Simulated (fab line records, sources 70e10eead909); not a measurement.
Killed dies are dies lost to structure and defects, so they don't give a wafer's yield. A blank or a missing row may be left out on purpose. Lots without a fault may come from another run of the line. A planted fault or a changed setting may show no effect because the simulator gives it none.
Chamber matching | flow nand_harc | NHARC_A_CONTACT_ETCH_92 on rie_diel-09: 4 sister chambers
The step etches the open film in CH3F/O2, target depth 40 nm, time 85.7 s. 14 wafers are shown with their chamber, then 7 later ones without.

WAFERS WITH THEIR CHAMBER
wafer  | chamber | drypump_motor_current_A (A) | showerhead_plenum_p_Torr (Torr) | run_length_s (s)
L317.1 | 0       | 5.4                         | 2.54                            | 106.1
L317.4 | 2       | 6.1                         | 2.54                            | 107.1
L317.6 | 0       | 5.4                         | 2.54                            | 106.0
L330.2 | 3       | 6.3                         | 2.40                            | 106.4
L330.3 | 1       | 6.0                         | 2.37                            | 106.9
L330.6 | 0       | 5.4                         | 2.53                            | 105.9
L334.1 | 3       | 6.3                         | 2.40                            | 106.9
L334.3 | 1       | 6.0                         | 2.37                            | 107.4
L334.6 | 0       | 5.4                         | 2.53                            | 106.0
L335.1 | 1       | 6.0                         | 2.37                            | 107.0
L335.4 | 0       | 5.5                         | 2.53                            | 106.2
L335.6 | 3       | 6.3                         | 2.40                            | 106.7
L336.2 | 2       | 6.1                         | 2.53                            | 107.6
L336.3 | 0       | 5.4                         | 2.53                            | 106.3

SIGNATURES (means of the wafers above)
reading                  | chamber 0 | chamber 1 | chamber 2 | chamber 3 | scatter within a chamber
drypump_motor_current_A  | 5.417     | 6.000     | 6.100     | 6.300     | 0.0289
showerhead_plenum_p_Torr | 2.5333    | 2.3700    | 2.5350    | 2.4000    | 0.00428
run_length_s             | 106.083   | 107.100   | 107.350   | 106.667   | 0.224
Rule: a wafer's distance from a chamber is the root of the sum, over the readings, of the square of ((its reading less the chamber's mean) divided by the reading's scatter). The wafer belongs to the nearest chamber; if the next one is less than 2 further off, it can't be placed. The scatter: the root of (the sum of the squares of (reading less its chamber's mean) over the shown wafers, divided by (wafers less chambers)).

WAFERS WITHOUT THEIR CHAMBER
wafer  | drypump_motor_current_A (A) | showerhead_plenum_p_Torr (Torr) | run_length_s (s)
L336.6 | 5.4                         | 2.53                            | 106.5
L340.1 | 5.4                         | 2.53                            | 106.5
L340.4 | 6.3                         | 2.40                            | 106.8
L340.6 | 6.0                         | 2.37                            | 106.9
L338.2 | 5.4                         | 2.52                            | 106.0
L338.3 | 6.3                         | 2.40                            | 107.1
L338.5 | 5.5                         | 2.53                            | 105.9

WHICH CHAMBER EACH WENT THROUGH
wafer  | from the rows above | in truth
L336.6 | 0                   | 0
L340.1 | 0                   | 0
L340.4 | 3                   | 3
L340.6 | 1                   | 1
L338.2 | 0                   | 0
L338.3 | 3                   | 3
L338.5 | 0                   | 0
Placed correctly: 7 of 7. Can't be placed from these rows: 0. Placed wrongly: 0.
